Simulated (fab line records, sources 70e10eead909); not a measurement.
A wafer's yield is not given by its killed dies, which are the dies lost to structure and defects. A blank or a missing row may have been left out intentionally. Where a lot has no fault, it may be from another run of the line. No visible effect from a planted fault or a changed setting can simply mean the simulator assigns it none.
Chamber matching	flow nand harc	3 sister chambers for NHARC_A_STAIRCASE_DEP_259 on pecvd-01
The step deposits SiON, target thk 30 nm. 6 wafers are shown with their chamber, then 9 later ones without.

== WAFERS, EACH WITH ITS CHAMBER ==
wafer	chamber	heater power w (W)	rf fwd power W (W)
L076.3	1	714	350.4
L085.3	1	635	348.4
L086.4	2	577	348.3
L089.3	0	925	346.6
L089.4	0	911	349.3
L089.5	2	468	348.8

== WAFERS WHOSE CHAMBER IS MISSING ==
wafer	heater power w (W)	rf fwd power W (W)
L096.1	782	348.9
L096.5	783	349.8
L096.6	571	350.9
L095.2	472	348.8
L095.5	476	350.0
L095.6	781	348.1
L097.1	754	348.3
L097.4	735	347.7
L097.5	840	348.3

== WHICH CHAMBER EACH WENT THROUGH ==
wafer	from the rows above	in truth
L096.1	can't be placed: 1 or 0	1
L096.5	can't be placed: 1 or 0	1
L096.6	can't be placed: 2 or 1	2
L095.2	2	2
L095.5	2	2
L095.6	can't be placed: 1 or 0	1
L097.1	can't be placed: 1 or 0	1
L097.4	can't be placed: 1 or 0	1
L097.5	can't be placed: 0 or 1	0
Placed correctly: 2 of 9. Can't be placed from these rows: 7 (the true chamber is among the candidates in 7). Number placed wrongly: 0.
How it was worked out, from the rows above alone: a wafer's distance from a chamber is the root of the sum, over the readings, of the square of ((its reading less the chamber's mean) divided by the reading's scatter). The wafer belongs to the nearest chamber; if the next one is less than 2 further off, it can't be placed. A chamber's mean is the mean of its shown wafers. The scatter: the root of (the sum of the squares of (reading less its chamber's mean) over the shown wafers, divided by (wafers less chambers)).
